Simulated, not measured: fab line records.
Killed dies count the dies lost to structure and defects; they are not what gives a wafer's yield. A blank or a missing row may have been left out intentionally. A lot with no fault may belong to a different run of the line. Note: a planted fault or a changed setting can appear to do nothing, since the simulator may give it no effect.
Which tool was responsible? | flow n5_finfet | 10 lots, 30 wafers sampled, at 5 steps of a route of 1938

WHAT THE GAUGES SHOWED, per wafer
N5_BEOL_M3_INSPECT_59: inspects for defects (darkfield). Usual: raw_defect_count reads 63 (standard deviation 21).
lot  | measured     | on                | raw_defect_count | flag
L471 | day 7 17:40  | defect_inspect-01 | 70 44 56         |
L474 | day 8 08:25  | defect_inspect-02 | 60 77 68         |
L476 | day 8 20:56  | defect_inspect-01 | 74 70 113        |
L478 | day 8 23:54  | defect_inspect-02 | 32 52 34         |
L477 | day 9 08:30  | defect_inspect-01 | 88 115 75        |
L484 | day 12 09:54 | defect_inspect-02 | 46 71 32         |
L490 | day 12 12:55 | defect_inspect-02 | 72 70 58         |
L485 | day 12 17:53 | defect_inspect-01 | 92 48 67         |
L488 | day 12 20:17 | defect_inspect-02 | 84 109 69        |
L487 | day 12 23:29 | defect_inspect-02 | 73 73 45         |

N5_BEOL_M4_RC_MEAS_101. Usual: DIBL_N 36.3 mV/V, standard deviation 1.9; DIBL_P 36.0 mV/V, standard deviation 2.1; IOFF_N 0.16 nA/um, standard deviation 0.031; IOFF_P 0.21 nA/um, standard deviation 0.035; ION_N 675 uA/um, standard deviation 14; ION_P 464 uA/um, standard deviation 8.5; SS_N 71.5 mV/dec, standard deviation 0.6; SS_P 73.3 mV/dec, standard deviation 0.72; VT_N 250 mV, standard deviation 3.2; VT_P -250 mV, standard deviation 3.1.
lot  | measured     | on        | DIBL_N (mV/V)  | DIBL_P (mV/V)  | IOFF_N (nA/um) | IOFF_P (nA/um) | ION_N (uA/um) | ION_P (uA/um) | SS_N (mV/dec)  | SS_P (mV/dec)  | VT_N (mV)   | VT_P (mV)      | flag
L471 | day 8 05:31  | prober-02 | 33.9 36.2 35.7 | 34.2 36.9 35.3 | 0.12 0.16 0.14 | 0.18 0.23 0.21 | 658 668 656   | 458 462 454   | 71.0 71.5 70.8 | 72.4 73.3 72.4 | 252 250 252 | -251 -248 -249 |
L474 | day 8 18:02  | prober-02 | 36.8 35.1 34.9 | 36.4 34.4 34.6 | 0.15 0.13 0.13 | 0.20 0.18 0.18 | 654 664 668   | 452 455 459   | 72.1 70.7 71.4 | 73.0 72.6 73.1 | 254 253 253 | -254 -253 -253 |
L476 | day 9 06:25  | prober-02 | 39.9 38.3 37.1 | 40.2 37.8 35.9 | 0.22 0.18 0.17 | 0.26 0.23 0.21 | 692 689 701   | 471 473 477   | 72.2 71.7 71.5 | 75.1 73.6 74.6 | 247 247 246 | -246 -246 -248 |
L478 | day 9 10:14  | prober-01 | 33.6 36.4 35.0 | 31.7 35.0 34.1 | 0.10 0.14 0.12 | 0.16 0.21 0.20 | 667 675 663   | 464 462 462   | 70.8 72.4 70.9 | 71.8 72.9 72.1 | 257 252 255 | -254 -248 -249 |
L477 | day 9 15:16  | prober-02 | 39.5 39.9 36.4 | 38.3 38.0 35.1 | 0.19 0.22 0.16 | 0.27 0.27 0.22 | 675 672 677   | 465 460 470   | 72.0 72.6 70.3 | 73.3 73.2 72.6 | 249 247 251 | -247 -244 -247 |
L484 | day 12 21:15 | prober-01 | 37.7 36.4 37.2 | 35.8 34.5 34.4 | 0.17 0.15 0.16 | 0.22 0.19 0.19 | 691 675 676   | 473 462 460   | 72.6 72.1 72.3 | 73.5 72.9 72.9 | 248 250 251 | -246 -251 -251 |
L490 | day 13 01:41 | prober-01 | 35.2 35.7 37.2 | 36.5 36.8 39.7 | 0.14 0.16 0.19 | 0.17 0.18 0.22 | 678 681 698   | 458 457 471   | 70.4 71.7 72.5 | 72.9 73.2 73.5 | 248 248 246 | -257 -254 -250 |
L485 | day 13 14:40 | prober-01 | 33.1 37.4 33.9 | 32.6 37.9 34.1 | 0.11 0.17 0.12 | 0.14 0.21 0.15 | 665 680 664   | 450 470 453   | 69.9 71.8 70.9 | 72.3 73.6 72.7 | 255 253 254 | -255 -252 -255 |
L488 | day 13 19:43 | prober-02 | 37.5 39.9 40.5 | 35.8 38.6 39.5 | 0.16 0.21 0.24 | 0.21 0.25 0.27 | 694 683 715   | 471 462 481   | 71.5 72.6 72.2 | 74.1 74.0 74.0 | 249 245 244 | -249 -247 -245 |
L487 | day 14 01:24 | prober-01 | 38.9 36.9 37.8 | 37.9 34.5 36.4 | 0.18 0.15 0.15 | 0.24 0.19 0.22 | 673 673 648   | 462 456 451   | 71.4 71.2 72.2 | 74.0 73.6 74.2 | 248 249 253 | -249 -252 -252 |

TOOL THAT RAN EACH LOT (tool first, then ch and the chambers of the sampled wafers, then the start)
lot  | N5_BEOL_M3_PRE_CLEAN_60          | N5_BEOL_M4_ETCH_63                 | N5_BEOL_M4_COAT_68
L471 | cvd_co-02 ch 0,1,2, day 7 17:25  | rie_diel-03 ch 0,2, day 7 18:40    | litho_track-03 ch 0, day 7 19:21
L474 | cvd_co-02 ch 0,1,2, day 8 08:10  | rie_diel-03 ch 1,3, day 8 10:10    | litho_track-03 ch 0, day 8 10:56
L476 | cvd_co-01 ch 0,1, day 8 20:41    | rie_diel-02 ch 0,1, day 9 00:10    | litho_track-01 ch 0, day 9 00:43
L478 | cvd_co-01 ch 0,1, day 8 23:37    | rie_diel-02 ch 0,2, day 9 01:40    | litho_track-03 ch 0, day 9 02:05
L477 | cvd_co-01 ch 0,1,2, day 9 08:15  | rie_diel-04 ch 1,2,3, day 9 09:37  | litho_track-03 ch 0, day 9 10:02
L484 | cvd_co-02 ch 0,1, day 12 09:39   | rie_diel-02 ch 0,2, day 12 12:44   | litho_track-01 ch 0, day 12 13:10
L490 | cvd_co-02 ch 0,1, day 12 12:39   | rie_diel-04 ch 0,3, day 12 14:29   | litho_track-03 ch 0, day 12 14:55
L485 | cvd_co-01 ch 0,1,2, day 12 17:38 | rie_diel-02 ch 0,1, day 12 20:46   | litho_track-03 ch 0, day 12 21:13
L488 | cvd_co-02 ch 1,2, day 12 20:02   | rie_diel-04 ch 0,1,3, day 12 21:12 | litho_track-01 ch 0, day 12 21:43
L487 | cvd_co-02 ch 0,1,2, day 12 23:14 | rie_diel-04 ch 0,1,3, day 13 00:24 | litho_track-01 ch 0, day 13 00:49
- N5_BEOL_M3_PRE_CLEAN_60: time 15 s.
- N5_BEOL_M4_ETCH_63: etches SiARC in CF4, target depth 15.6 nm, time 26 s.
- N5_BEOL_M4_COAT_68: time 60 s, resist thk 12 nm.

WHAT THE TOOLS THEMSELVES READ (means of the sampled wafers that have a number; where no wafer has one, the mark that the record gives instead)
N5_BEOL_M3_PRE_CLEAN_60. Usual: heater_power_w reads 76 W (standard deviation 15).
lot  | tool      | heater_power_w (W) | flag
L471 | cvd_co-02 | 83                 |
L474 | cvd_co-02 | 83                 |
L476 | cvd_co-01 | 72                 |
L478 | cvd_co-01 | 71                 |
L477 | cvd_co-01 | 67                 |
L484 | cvd_co-02 | 94                 |
L490 | cvd_co-02 | 95                 |
L485 | cvd_co-01 | 67                 |
L488 | cvd_co-02 | 82                 |
L487 | cvd_co-02 | 84                 |

N5_BEOL_M4_ETCH_63. Usual: bias_w 36.01 W, standard deviation 0.12; chamber_pressure_mTorr 40.00 mTorr, standard deviation 0.037; drypump_motor_current_A 6.0 A, standard deviation 0.42; etch_rf_on_time_s 25.7 s, standard deviation 0.84; oes_product_au 0.69 a.u., standard deviation 0.068; rf_vpp_V 184.0 V, standard deviation 1.3; showerhead_plenum_p_Torr 2.14 Torr, standard deviation 0.083; throttle_valve_pct 15.61 %, standard deviation 0.28.
lot  | tool        | bias_w (W) | chamber_pressure_mTorr (mTorr) | drypump_motor_current_A (A) | etch_rf_on_time_s (s) | oes_product_au (a.u.) | rf_vpp_V (V) | showerhead_plenum_p_Torr (Torr) | throttle_valve_pct (%) | flag
L471 | rie_diel-03 | 36.04      | 39.97                          | 5.5                         | 26.3                  | 0.60                  | 182.8        | 2.07                            | 15.79                  |
L474 | rie_diel-03 | 36.13      | 39.99                          | 5.6                         | 26.5                  | 0.72                  | 184.4        | 2.23                            | 15.49                  |
L476 | rie_diel-02 | 35.90      | 39.97                          | 6.3                         | 26.7                  | 0.67                  | 183.2        | 2.12                            | 15.61                  |
L478 | rie_diel-02 | 36.14      | 39.99                          | 6.1                         | 24.9                  | 0.66                  | 184.2        | 2.18                            | 15.63                  |
L477 | rie_diel-04 | 36.15      | 40.00                          | 6.0                         | 25.2                  | 0.72                  | 183.0        | 2.11                            | 15.66                  |
L484 | rie_diel-02 | 35.96      | 39.95                          | 6.1                         | 25.3                  | 0.63                  | 183.7        | 2.17                            | 15.69                  |
L490 | rie_diel-04 | 36.02      | 39.99                          | 5.6                         | 25.0                  | 0.74                  | 182.8        | 2.09                            | 15.33                  |
L485 | rie_diel-02 | 35.91      | 39.97                          | 6.3                         | 25.8                  | 0.68                  | 184.5        | 2.19                            | 15.51                  |
L488 | rie_diel-04 | 35.92      | 39.97                          | 6.0                         | 25.1                  | 0.73                  | 184.6        | 2.12                            | 15.45                  |
L487 | rie_diel-04 | 35.94      | 39.99                          | 6.0                         | 25.1                  | 0.74                  | 184.2        | 2.12                            | 15.46                  |

N5_BEOL_M4_COAT_68. Usual: spin_speed_rpm reads 1500.1 rpm (standard deviation 0.8).
lot  | tool           | spin_speed_rpm (rpm) | flag
L471 | litho_track-03 | 1500.6               |
L474 | litho_track-03 | 1499.5               |
L476 | litho_track-01 | 1500.4               |
L478 | litho_track-03 | 1828.6               | OFF
L477 | litho_track-03 | 1829.0               | OFF
L484 | litho_track-01 | 1499.7               |
L490 | litho_track-03 | 1500.7               |
L485 | litho_track-03 | 1500.2               |
L488 | litho_track-01 | 1500.1               |
L487 | litho_track-01 | 1499.9               |

THE ANSWER, worked out from the rows above alone
Rule: take the mean of a lot's wafers that have a number; if it is more than 3 standard deviations from the usual mean, the lot is off. Also off: a lot with no number at a reading for which 4 or more lots have one. All remaining lots with rows at the step are treated as sound. The gauges are gone through in route order, then the tools' own readings, and for those a lot's mean is taken as printed above. The first step at which some lot is off is used, and at that step the reading that is off furthest; a lot without a number counts as furthest.
Off: L478, L477, at N5_BEOL_M4_COAT_68 (spin_speed_rpm).
A tool fits if, at that step or a process step before it, it ran every lot that is off, and no sound lot after the first of them. Of those tried, none fits.

WHAT THE SIMULATOR HAD PUT IN
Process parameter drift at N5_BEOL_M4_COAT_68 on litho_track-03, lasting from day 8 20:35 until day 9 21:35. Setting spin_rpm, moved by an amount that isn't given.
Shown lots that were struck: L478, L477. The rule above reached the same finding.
